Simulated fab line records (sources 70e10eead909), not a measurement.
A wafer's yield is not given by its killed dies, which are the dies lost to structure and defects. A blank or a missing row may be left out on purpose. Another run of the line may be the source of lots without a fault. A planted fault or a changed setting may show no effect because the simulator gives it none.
Which tool did it? || flow nand-harc || 69 wafers from 23 lots sampled at 2 of the route's 1159 steps

## WHAT THE GAUGES SHOWED, per wafer
NHARC_P_BONDPAD_THK_MEAS_33: measures by ellipsometry. Usual: thk-nm reads 200.0 nm (standard deviation 1.5).
{"lot": "L074", "measured": "day 6 10:57", "on": "film-metro-01", "thk-nm (nm)": "200.3 199.0 198.6", "flag": ""}
{"lot": "L075", "measured": "day 7 00:29", "on": "film-metro-02", "thk-nm (nm)": "198.4 197.4 200.5", "flag": ""}
{"lot": "L076", "measured": "day 7 00:40", "on": "film-metro-01", "thk-nm (nm)": "202.1 201.7 202.1", "flag": ""}
{"lot": "L079", "measured": "day 7 16:55", "on": "film-metro-01", "thk-nm (nm)": "200.3 200.7 200.9", "flag": ""}
{"lot": "L078", "measured": "day 7 18:02", "on": "film-metro-02", "thk-nm (nm)": "200.4 200.8 203.6", "flag": ""}
{"lot": "L080", "measured": "day 7 18:17", "on": "film-metro-01", "thk-nm (nm)": "200.3 199.8 199.0", "flag": ""}
{"lot": "L081", "measured": "day 8 00:58", "on": "film-metro-01", "thk-nm (nm)": "200.2 200.2 201.0", "flag": ""}
{"lot": "L083", "measured": "day 8 11:10", "on": "film-metro-01", "thk-nm (nm)": "199.0 199.0 198.6", "flag": ""}
{"lot": "L082", "measured": "day 8 14:06", "on": "film-metro-01", "thk-nm (nm)": "201.0 201.3 197.1", "flag": ""}
{"lot": "L085", "measured": "day 9 01:18", "on": "film-metro-02", "thk-nm (nm)": "200.9 199.9 201.2", "flag": ""}
{"lot": "L084", "measured": "day 9 01:35", "on": "film-metro-02", "thk-nm (nm)": "198.3 197.4 200.8", "flag": ""}
{"lot": "L086", "measured": "day 9 14:34", "on": "film-metro-01", "thk-nm (nm)": "202.3 200.1 199.4", "flag": ""}
{"lot": "L088", "measured": "day 9 14:43", "on": "film-metro-02", "thk-nm (nm)": "197.8 197.3 200.2", "flag": ""}
{"lot": "L087", "measured": "day 9 15:20", "on": "film-metro-01", "thk-nm (nm)": "200.1 196.7 199.3", "flag": ""}
{"lot": "L089", "measured": "day 10 06:34", "on": "film-metro-02", "thk-nm (nm)": "199.8 200.1 199.2", "flag": ""}
{"lot": "L090", "measured": "day 10 07:45", "on": "film-metro-01", "thk-nm (nm)": "199.1 198.9 199.5", "flag": ""}
{"lot": "L092", "measured": "day 10 17:17", "on": "film-metro-01", "thk-nm (nm)": "198.6 199.7 200.9", "flag": ""}
{"lot": "L091", "measured": "day 10 17:29", "on": "film-metro-02", "thk-nm (nm)": "198.0 200.5 200.2", "flag": ""}
{"lot": "L093", "measured": "day 10 21:13", "on": "film-metro-02", "thk-nm (nm)": "202.2 199.5 198.5", "flag": ""}
{"lot": "L094", "measured": "day 11 08:50", "on": "film-metro-01", "thk-nm (nm)": "200.8 200.0 199.1", "flag": ""}
{"lot": "L095", "measured": "day 11 13:38", "on": "film-metro-02", "thk-nm (nm)": "197.8 200.5 201.5", "flag": ""}
{"lot": "L097", "measured": "day 11 18:32", "on": "film-metro-02", "thk-nm (nm)": "202.1 201.7 201.0", "flag": ""}
{"lot": "L096", "measured": "day 11 19:22", "on": "film-metro-01", "thk-nm (nm)": "200.1 199.7 200.0", "flag": ""}

## WHICH TOOL RAN EACH LOT (tool, then ch and the chambers of the sampled wafers, then the start)
{"lot": "L074", "NHARC_P_BONDPAD_DEP_00": "pecvd-02 ch 0,1, day 6 10:17"}
{"lot": "L075", "NHARC_P_BONDPAD_DEP_00": "pecvd-04 ch 0,1,2, day 7 00:29 or earlier"}
{"lot": "L076", "NHARC_P_BONDPAD_DEP_00": "pecvd-02 ch 0,1, day 7 00:01"}
{"lot": "L079", "NHARC_P_BONDPAD_DEP_00": "pecvd-03 ch 1,2, day 7 16:14"}
{"lot": "L078", "NHARC_P_BONDPAD_DEP_00": "pecvd-03 ch 1,2, day 7 18:02 or earlier"}
{"lot": "L080", "NHARC_P_BONDPAD_DEP_00": "pecvd-04 ch 0,1,2, day 7 18:17 or earlier"}
{"lot": "L081", "NHARC_P_BONDPAD_DEP_00": "pecvd-03 ch 0,2, day 8 00:23"}
{"lot": "L083", "NHARC_P_BONDPAD_DEP_00": "pecvd-03 ch 1,2, day 8 10:34"}
{"lot": "L082", "NHARC_P_BONDPAD_DEP_00": "pecvd-04 ch 0,1, day 8 13:32"}
{"lot": "L085", "NHARC_P_BONDPAD_DEP_00": "pecvd-03 ch 0,1, day 9 00:42"}
{"lot": "L084", "NHARC_P_BONDPAD_DEP_00": "pecvd-03 ch 0,1, day 9 01:01"}
{"lot": "L086", "NHARC_P_BONDPAD_DEP_00": "pecvd-02 ch 0,1,2, day 9 13:54"}
{"lot": "L088", "NHARC_P_BONDPAD_DEP_00": "pecvd-03 ch 0,2, day 9 14:43 or earlier"}
{"lot": "L087", "NHARC_P_BONDPAD_DEP_00": "pecvd-03 ch 0,1, day 9 14:43"}
{"lot": "L089", "NHARC_P_BONDPAD_DEP_00": "pecvd-02 ch 0,1, day 10 05:54"}
{"lot": "L090", "NHARC_P_BONDPAD_DEP_00": "pecvd-04 ch 0,1,2, day 10 07:08"}
{"lot": "L092", "NHARC_P_BONDPAD_DEP_00": "pecvd-04 ch 0,2, day 10 16:40"}
{"lot": "L091", "NHARC_P_BONDPAD_DEP_00": "pecvd-02 ch 0,1,2, day 10 16:50"}
{"lot": "L093", "NHARC_P_BONDPAD_DEP_00": "pecvd-03 ch 0,1, day 10 20:37"}
{"lot": "L094", "NHARC_P_BONDPAD_DEP_00": "pecvd-03 ch 0,2, day 11 08:13"}
{"lot": "L095", "NHARC_P_BONDPAD_DEP_00": "pecvd-03 ch 0,1, day 11 12:58"}
{"lot": "L097", "NHARC_P_BONDPAD_DEP_00": "pecvd-03 ch 0,1, day 11 17:59"}
{"lot": "L096", "NHARC_P_BONDPAD_DEP_00": "pecvd-03 ch 0,1,2, day 11 18:42"}
- NHARC_P_BONDPAD_DEP_00: deposits SiCN, target thk 250 nm.

## WHAT THE TOOLS THEMSELVES READ (means of the sampled wafers that have a number; where no wafer has one, the mark that the record gives instead)
NHARC_P_BONDPAD_DEP_00. Usual: heater-power-w reads 602 W (standard deviation 62).
{"lot": "L074", "tool": "pecvd-02", "heater-power-w (W)": 631, "flag": ""}
{"lot": "L075", "tool": "pecvd-04", "heater-power-w (W)": 668, "flag": ""}
{"lot": "L076", "tool": "pecvd-02", "heater-power-w (W)": 692, "flag": ""}
{"lot": "L079", "tool": "pecvd-03", "heater-power-w (W)": 553, "flag": ""}
{"lot": "L078", "tool": "pecvd-03", "heater-power-w (W)": 590, "flag": ""}
{"lot": "L080", "tool": "pecvd-04", "heater-power-w (W)": 679, "flag": ""}
{"lot": "L081", "tool": "pecvd-03", "heater-power-w (W)": 566, "flag": ""}
{"lot": "L083", "tool": "pecvd-03", "heater-power-w (W)": 582, "flag": ""}
{"lot": "L082", "tool": "pecvd-04", "heater-power-w (W)": 564, "flag": ""}
{"lot": "L085", "tool": "pecvd-03", "heater-power-w (W)": 572, "flag": ""}
{"lot": "L084", "tool": "pecvd-03", "heater-power-w (W)": 617, "flag": ""}
{"lot": "L086", "tool": "pecvd-02", "heater-power-w (W)": 662, "flag": ""}
{"lot": "L088", "tool": "pecvd-03", "heater-power-w (W)": 558, "flag": ""}
{"lot": "L087", "tool": "pecvd-03", "heater-power-w (W)": 627, "flag": ""}
{"lot": "L089", "tool": "pecvd-02", "heater-power-w (W)": 610, "flag": ""}
{"lot": "L090", "tool": "pecvd-04", "heater-power-w (W)": 658, "flag": ""}
{"lot": "L092", "tool": "pecvd-04", "heater-power-w (W)": 617, "flag": ""}
{"lot": "L091", "tool": "pecvd-02", "heater-power-w (W)": 614, "flag": ""}
{"lot": "L093", "tool": "pecvd-03", "heater-power-w (W)": 538, "flag": ""}
{"lot": "L094", "tool": "pecvd-03", "heater-power-w (W)": 574, "flag": ""}
{"lot": "L095", "tool": "pecvd-03", "heater-power-w (W)": 567, "flag": ""}
{"lot": "L097", "tool": "pecvd-03", "heater-power-w (W)": 542, "flag": ""}
{"lot": "L096", "tool": "pecvd-03", "heater-power-w (W)": 560, "flag": ""}

## THE ANSWER, worked out from the rows above alone
Rule: a lot counts as off when the mean over its wafers that have a number is more than 3 standard deviations away from the usual mean. A lot without any number at a reading at which 4 lots or more have one is off too. The other lots that the step has rows for count as sound. The gauges are gone through in route order, then the tools' own readings, and for those a lot's mean is taken as printed above. At the first step where some lot is off, the reading lying furthest off is the one used; lots without a number count as furthest.
No lot is off on any of the readings shown, so nothing can be concluded from this.

## WHAT THE SIMULATOR HAD PUT IN
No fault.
